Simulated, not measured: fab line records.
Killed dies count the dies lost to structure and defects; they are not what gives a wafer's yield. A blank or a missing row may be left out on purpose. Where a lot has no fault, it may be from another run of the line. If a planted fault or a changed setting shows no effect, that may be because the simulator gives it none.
Split-lot trial || flow n5_finfet || route with 1938 steps; 7 lots, 21 wafers read

## SPLIT DETAILS
At N5_BEOL_M8_DESCUM_33 (chemistry O2, time 7 s), the setting time_s was moved away from the recipe's 7 s on 5 of the 21 wafers read, by -19.9% to +11.2%. The other wafers ran this setting at the recipe's value.

The reading comes from the split's own step.

## THE READING
CAR-EUV_of_BEOL_M8_COAT_22.thk_nm (the simulator's own value, which no gauge read), in nm, at N5_BEOL_M8_DESCUM_33 (chemistry O2, time 7 s). There is no usual value for it anywhere in the file. Average 26.1 nm, standard deviation 0.093 nm, over the 16 wafers here run with the recipe.

{"wafer": "L078.1", "tool, chamber at the split": "rie_diel-04, 1,3", "time_s as run, s": 7, "against the recipe": "recipe", "CAR-EUV_of_BEOL_M8_COAT_22.thk_nm, nm": 26.2, "against lot-mates on the recipe": "-"}
{"wafer": "L078.3", "tool, chamber at the split": "rie_diel-04, 1,3", "time_s as run, s": 7, "against the recipe": "recipe", "CAR-EUV_of_BEOL_M8_COAT_22.thk_nm, nm": 26.2, "against lot-mates on the recipe": "-"}
{"wafer": "L078.2", "tool, chamber at the split": "rie_diel-04, 0", "time_s as run, s": 7, "against the recipe": "recipe", "CAR-EUV_of_BEOL_M8_COAT_22.thk_nm, nm": 26, "against lot-mates on the recipe": "-"}
{"wafer": "L081.1", "tool, chamber at the split": "rie_diel-04, 1", "time_s as run, s": 5.718, "against the recipe": "-18.3%", "CAR-EUV_of_BEOL_M8_COAT_22.thk_nm, nm": 26.8, "against lot-mates on the recipe": "+0.7"}
{"wafer": "L081.4", "tool, chamber at the split": "rie_diel-04, 2", "time_s as run, s": 7, "against the recipe": "recipe", "CAR-EUV_of_BEOL_M8_COAT_22.thk_nm, nm": 26, "against lot-mates on the recipe": "-"}
{"wafer": "L081.5", "tool, chamber at the split": "rie_diel-04, 1", "time_s as run, s": 7, "against the recipe": "recipe", "CAR-EUV_of_BEOL_M8_COAT_22.thk_nm, nm": 26.2, "against lot-mates on the recipe": "-"}
{"wafer": "L083.3", "tool, chamber at the split": "rie_diel-06, 0", "time_s as run, s": 7, "against the recipe": "recipe", "CAR-EUV_of_BEOL_M8_COAT_22.thk_nm, nm": 26.2, "against lot-mates on the recipe": "-"}
{"wafer": "L083.4", "tool, chamber at the split": "rie_diel-06, 1", "time_s as run, s": 7.55, "against the recipe": "+7.9%", "CAR-EUV_of_BEOL_M8_COAT_22.thk_nm, nm": 26, "against lot-mates on the recipe": -0.1}
{"wafer": "L083.6", "tool, chamber at the split": "rie_diel-06, 0", "time_s as run, s": 7, "against the recipe": "recipe", "CAR-EUV_of_BEOL_M8_COAT_22.thk_nm, nm": 26, "against lot-mates on the recipe": "-"}
{"wafer": "L082.1", "tool, chamber at the split": "rie_diel-04, 1,0", "time_s as run, s": 7, "against the recipe": "recipe", "CAR-EUV_of_BEOL_M8_COAT_22.thk_nm, nm": 26.2, "against lot-mates on the recipe": "-"}
{"wafer": "L082.3", "tool, chamber at the split": "rie_diel-04, 1,0", "time_s as run, s": 7, "against the recipe": "recipe", "CAR-EUV_of_BEOL_M8_COAT_22.thk_nm, nm": 26.2, "against lot-mates on the recipe": "-"}
{"wafer": "L082.2", "tool, chamber at the split": "rie_diel-04, 2", "time_s as run, s": 7, "against the recipe": "recipe", "CAR-EUV_of_BEOL_M8_COAT_22.thk_nm, nm": 26, "against lot-mates on the recipe": "-"}
{"wafer": "L090.1", "tool, chamber at the split": "rie_diel-04, 2,3", "time_s as run, s": 5.605, "against the recipe": "-19.9%", "CAR-EUV_of_BEOL_M8_COAT_22.thk_nm, nm": 26.8, "against lot-mates on the recipe": "+0.6"}
{"wafer": "L090.6", "tool, chamber at the split": "rie_diel-04, 2,3", "time_s as run, s": 5.605, "against the recipe": "-19.9%", "CAR-EUV_of_BEOL_M8_COAT_22.thk_nm, nm": 26.8, "against lot-mates on the recipe": "+0.6"}
{"wafer": "L090.3", "tool, chamber at the split": "rie_diel-04, 3", "time_s as run, s": 7, "against the recipe": "recipe", "CAR-EUV_of_BEOL_M8_COAT_22.thk_nm, nm": 26.2, "against lot-mates on the recipe": "-"}
{"wafer": "L093.1", "tool, chamber at the split": "rie_diel-04, 3,0", "time_s as run, s": 7, "against the recipe": "recipe", "CAR-EUV_of_BEOL_M8_COAT_22.thk_nm, nm": 26.2, "against lot-mates on the recipe": "-"}
{"wafer": "L093.4", "tool, chamber at the split": "rie_diel-04, 3,0", "time_s as run, s": 7, "against the recipe": "recipe", "CAR-EUV_of_BEOL_M8_COAT_22.thk_nm, nm": 26.2, "against lot-mates on the recipe": "-"}
{"wafer": "L093.6", "tool, chamber at the split": "rie_diel-04, 2", "time_s as run, s": 7.784, "against the recipe": "+11.2%", "CAR-EUV_of_BEOL_M8_COAT_22.thk_nm, nm": 25.8, "against lot-mates on the recipe": -0.4}
{"wafer": "L095.2", "tool, chamber at the split": "rie_diel-03, 3", "time_s as run, s": 7, "against the recipe": "recipe", "CAR-EUV_of_BEOL_M8_COAT_22.thk_nm, nm": 26, "against lot-mates on the recipe": "-"}
{"wafer": "L095.3", "tool, chamber at the split": "rie_diel-03, 1", "time_s as run, s": 7, "against the recipe": "recipe", "CAR-EUV_of_BEOL_M8_COAT_22.thk_nm, nm": 26.2, "against lot-mates on the recipe": "-"}
{"wafer": "L095.5", "tool, chamber at the split": "rie_diel-03, 1", "time_s as run, s": 7, "against the recipe": "recipe", "CAR-EUV_of_BEOL_M8_COAT_22.thk_nm, nm": 26.2, "against lot-mates on the recipe": "-"}
Rows listing several chambers each stand for several wafers; the file does not say which wafer went through which chamber.

FIT RESULTS
A straight line over all 21 wafers: CAR-EUV_of_BEOL_M8_COAT_22.thk_nm changes by -0.0326 nm for each +1% of time_s; r = -0.95; the points scatter about the line by 0.09 nm.
The same after taking each lot's own level away (the mean of its wafers on the recipe; 21 wafers): -0.0317 nm for each +1%; r = -0.94; scatter 0.092 nm.
Per that fit: largest time_s move, reading shift of 0.63 nm.
From 26.10 to 26.20 nm: that is the span of the lots' own levels, equal to 1.1 times the standard deviation above.
So the lot-to-lot level changes the slope little: the two slopes agree.
Check: +0.656 nm against its lot-mates is what the line predicts for one of the wafers moved furthest among these (-19.9%) when that wafer is left out of the fit. Against them it came out at +0.6 nm.

## OTHER SPLITS APPLIED TO THESE WAFERS
Before the reading, these wafers also passed through other splits. Each is held against what the fit with the lots' levels taken away leaves over:
{"other split on the same wafers": "N5_BEOL_M6_COAT_60 spin_rpm", "wafers away from the commonest value": 9, "r with CAR-EUV_of_BEOL_M8_COAT_22.thk_nm (lot level and that fit taken away)": "+0.02"}
{"other split on the same wafers": "N5_BEOL_M7_PECVD_70 temp_c", "wafers away from the commonest value": 5, "r with CAR-EUV_of_BEOL_M8_COAT_22.thk_nm (lot level and that fit taken away)": -0.08}
{"other split on the same wafers": "N5_BEOL_M7_COAT_05 spin_rpm", "wafers away from the commonest value": 8, "r with CAR-EUV_of_BEOL_M8_COAT_22.thk_nm (lot level and that fit taken away)": -0.21}
{"other split on the same wafers": "N5_BEOL_M7_TRENCH_ETCH_37 time_s", "wafers away from the commonest value": 8, "r with CAR-EUV_of_BEOL_M8_COAT_22.thk_nm (lot level and that fit taken away)": -0.29}

## FILE'S OWN FIT
CAR-EUV_of_BEOL_M8_COAT_22.thk_nm changes by -0.0327 nm for each +1% of time_s, r = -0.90.
